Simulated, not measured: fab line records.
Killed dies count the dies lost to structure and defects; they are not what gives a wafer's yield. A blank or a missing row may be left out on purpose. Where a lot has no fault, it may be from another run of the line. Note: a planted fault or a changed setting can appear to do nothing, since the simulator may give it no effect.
Which tool was responsible?	flow nand_harc	Sampling: 24 lots, 72 wafers, 2 of 1302 route steps

== WHAT EACH GAUGE READ, for each wafer ==
NHARC_A_M0_CD_MEAS_09: target cd 80 nm. Usual: cd_nm 80.4 nm, standard deviation 0.82.
lot	measured	on	cd_nm (nm)	flag
L075	day 22 17:23	cd_sem-02	79.7 79.9 79.7	
L074	day 22 22:22	cd_sem-02	79.6 79.3 79.3	
L076	day 23 09:20	cd_sem-02	80.8 81.5 81.7	
L077	day 23 22:43	cd_sem-01	80.6 79.6 80.7	
L078	day 24 01:13	cd_sem-02	80.2 79.3 79.7	
L079	day 24 12:29	cd_sem-01	81.4 80.5 81.3	
L080	day 24 23:23	cd_sem-03	80.4 80.5 79.5	
L081	day 25 03:53	cd_sem-03	79.3 79.0 81.0	
L082	day 26 05:22	cd_sem-01	80.8 81.6 79.7	
L083	day 26 14:05	cd_sem-01	80.3 79.1 81.2	
L084	day 26 19:49	cd_sem-01	80.2 79.4 81.1	
L086	day 27 03:23	cd_sem-01	79.1 80.2 79.3	
L085	day 27 03:55	cd_sem-01	81.6 80.6 80.6	
L087	day 28 09:45	cd_sem-03	80.3 80.9 82.0	
L088	day 28 12:11	cd_sem-03	79.6 80.0 81.1	
L089	day 30 00:13	cd_sem-03	78.9 78.7 79.5	
L090	day 30 01:44	cd_sem-01	80.3 81.3 81.9	
L091	day 30 13:54	cd_sem-01	80.8 81.2 80.6	
L092	day 30 17:05	cd_sem-02	81.5 81.3 81.1	
L094	day 30 19:54	cd_sem-01	81.5 79.9 80.7	
L093	day 30 23:18	cd_sem-01	79.0 79.3 80.1	
L096	day 31 15:19	cd_sem-03	80.9 82.3 81.6	
L097	day 31 18:10	cd_sem-03	80.0 79.7 79.8	
L095	day 32 00:52	cd_sem-02	80.6 81.4 81.0	

NHARC_A_M0_OVL_MEAS_10: pitch 160 nm. Usual: overlay_x_nm 0.2 nm, standard deviation 0.7; overlay_y_nm -0.1 nm, standard deviation 0.77.
lot	measured	on	overlay_x_nm (nm)	overlay_y_nm (nm)	flag
L075	day 22 17:28	overlay-02	0.7 0.2 0.4	-0.1 -0.6 -0.1	
L074	day 22 22:28	overlay-01	0.6 0.6 0.9	-0.2 0.0 0.3	
L076	day 23 09:25	overlay-01	-0.2 0.1 -0.4	-0.2 0.4 0.4	
L077	day 23 22:49	overlay-02	0.6 0.3 0.6	0.1 0.2 0.0	
L078	day 24 01:19	overlay-01	0.1 0.4 -0.1	1.2 0.8 0.7	
L079	day 24 12:35	overlay-01	-1.0 -0.8 -1.1	-1.0 -0.9 0.2	
L080	day 24 23:28	overlay-01	1.0 0.5 0.2	-0.4 -0.1 0.1	
L081	day 25 03:58	overlay-02	0.3 -0.1 0.2	0.3 1.1 0.8	
L082	day 26 05:27	overlay-01	0.8 1.2 0.6	1.0 0.8 1.1	
L083	day 26 14:11	overlay-01	0.2 0.9 -0.1	1.8 1.1 1.4	
L084	day 26 19:53	overlay-01	0.5 0.2 0.6	-0.1 -0.2 -0.2	
L086	day 27 03:28	overlay-01	-0.3 0.2 0.3	-0.2 -0.5 0.2	
L085	day 27 04:00	overlay-02	-0.8 -1.3 0.0	-1.3 -1.1 -0.7	
L087	day 28 09:50	overlay-01	0.7 1.4 1.4	-0.8 -0.5 0.0	
L088	day 28 12:16	overlay-01	0.3 0.6 0.7	-0.6 -0.1 -1.0	
L089	day 30 00:18	overlay-02	0.3 0.0 -0.2	-0.7 -0.7 -0.9	
L090	day 30 01:49	overlay-02	0.7 0.8 0.7	-0.3 0.0 0.2	
L091	day 30 13:59	overlay-02	-1.2 -0.7 -0.3	1.0 0.0 0.2	
L092	day 30 17:11	overlay-01	0.0 0.6 0.5	-1.4 -1.3 -1.6	
L094	day 30 19:59	overlay-02	0.7 0.2 0.5	-0.6 -0.3 -0.3	
L093	day 30 23:23	overlay-02	-2.2 -1.6 -1.3	-1.0 -1.1 -2.1	
L096	day 31 15:25	overlay-01	0.6 0.5 0.6	-1.0 -0.6 -0.6	
L097	day 31 18:14	overlay-01	-0.5 0.2 0.3	0.2 -0.3 -0.3	
L095	day 32 00:57	overlay-02	-0.9 -0.3 -0.4	-0.7 -0.3 0.2	

== TOOL THAT RAN EACH LOT (tool first, then ch and the chambers of the sampled wafers, then the start) ==
There is no process step in the record ahead of these readings.

== WHAT THE TOOLS THEMSELVES READ (means of the sampled wafers that have a number; where no wafer has one, the mark that the record gives instead) ==
The record holds no such reading with a usual standard deviation.

== THE ANSWER, worked out from the rows above alone ==
Rule: take the mean of a lot's wafers that have a number; if it is more than 3 standard deviations from the usual mean, the lot is off. A lot without any number at a reading at which 4 lots or more have one is off too. Any other lot the step has rows for is counted as sound. The gauges are gone through in route order, then the tools' own readings, and for those a lot's mean is taken as printed above. The first step at which some lot is off is used, and at that step the reading that is off furthest; a lot without a number counts as furthest.
Across all readings shown, no lot is off: no conclusion can be drawn from this.

== WHAT THE SIMULATOR PUT IN ==
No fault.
